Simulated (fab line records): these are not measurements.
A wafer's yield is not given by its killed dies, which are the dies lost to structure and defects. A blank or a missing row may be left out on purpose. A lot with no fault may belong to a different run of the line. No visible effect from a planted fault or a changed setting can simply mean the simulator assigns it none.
A lot that was struck, set against a sound lot :: flow n5-finfet :: 18 out of 1938 route steps
Sound: wafers L670.2, L670.3, L670.4. Wafers struck: L671.1, L671.5, L671.6. The cause comes at the end.
For every step that has rows: the tool of each side, followed by ch and its chambers, followed by its first start. Under that, the readings that differ: sound wafers :: struck wafers :: difference of the means :: sigmas: that difference in standard deviations of wafers without a fault.
alike: a reading whose means differ by less than 2 such deviations, as well as words and numbers matching on both sides. not compared: withheld readings; readings where some wafer has no value; bounds like >300 that might hide an equal value; numbers whose values overlap and for which the record gives no deviation.
The two part at a step that has a row with sigmas, a row that says differs or no value, or rows on one side only. Numbers that don't overlap but have no deviation are shown without sigmas and don't part them. A reading that every wafer of one side lacks parts them only if that side has two wafers or more.

first, 8 steps without rows for these wafers: N5_ILD0_CMP_03 (polishes, stops on SiNx, t overpolish 1.9 s, target thk 197.38 nm); N5_ILD0_CMP_07 (polishes SiO2 flowable, stops on poly-Si, t overpolish 1.18 s, target thk 138.88 nm); N5_ILD0_PRECLEAN_10 (cleans in NF3:NH3, afs cycles 5, time 20 s, sublimation time 60 s); N5_ILD0_ALD_15 (deposits SiNx, target thk 24 nm, pulse time 1 s, ald cycles 480); N5_ILD0_CMP_12 (polishes SiNx, stops on poly-Si, t overpolish 6 s, target thk 17.67 nm); N5_SDB_HM_DEP_00 (deposits SiNx from SiH4/NH3/N2, target thk 40 nm, time 35.3 s); N5_SDB_COAT_03 (time 60 s, resist thk 100 nm); N5_SDB_COAT_04 (time 60 s, resist thk 18 nm).
N5_SDB_COAT_05: resist thk 90 nm.
  sound on litho-track-04 ch 0, day 7 18:59; struck on litho-track-05 ch 0, day 8 02:01
reading: spin-speed-rpm (rpm)
sound: 1500.8 1500.1 1500.3
struck: 1227.8 1227.7 1228.8
difference: -272.3
sigmas: -99 or more

reading: model.CAR-ArF_of_SDB_COAT_05.thk-nm (nm)
sound: 89.8 89.8 89.6
struck: 99.8 99.8 99.8
difference: +10.1
sigmas: 
then, 6 steps without rows for these wafers: N5_SDB_EBR_07; N5_SDB_SOFTBAKE_06 (time 60 s); N5_SDB_EXPOSE_08 (exposes mask SDB); N5_SDB_PEB_09 (peb time 60 s); N5_SDB_DEVELOP_10 (develop time 30 s); N5_SDB_DESCUM_16 (chemistry O2, time 7.9 s).
N5_SDB_ETCH_17: etches SiARC in CF4, target depth 23.4 nm, time 39 s.
  sound on rie-diel-03 ch 0,1,3, day 7 19:29; struck on rie-diel-01 ch 0,1, day 8 02:22
reading: model.CAR-ArF_of_SDB_COAT_05.thk-nm (nm)
sound: 66.6 66.4 66.4
struck: 76.4 76.6 76.4
difference: +10.0
sigmas: 
  alike: drypump-motor-current-A, etch-rf-on-time-s, oes-product-au, rf-vpp-V, showerhead-plenum-p-Torr, throttle-valve-pct
  not compared: rf-hours-counter-h
then, 2 steps without rows for these wafers: N5_SDB_ETCH_18 (etches SOC in N2/H2, target depth 100 nm, overetch 20 nm, time 150 s); N5_PASSIVATION_PROBE_49.

## WHERE THEY PART
At N5_SDB_COAT_05 and nowhere else, as far as this record goes. Later steps at which nothing parts them and some readings are alike: N5_SDB_ETCH_17.

WHY: what had been put in by the simulator
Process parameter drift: litho-track-05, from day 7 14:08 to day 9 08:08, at N5_SDB_COAT_05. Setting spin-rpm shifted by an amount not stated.
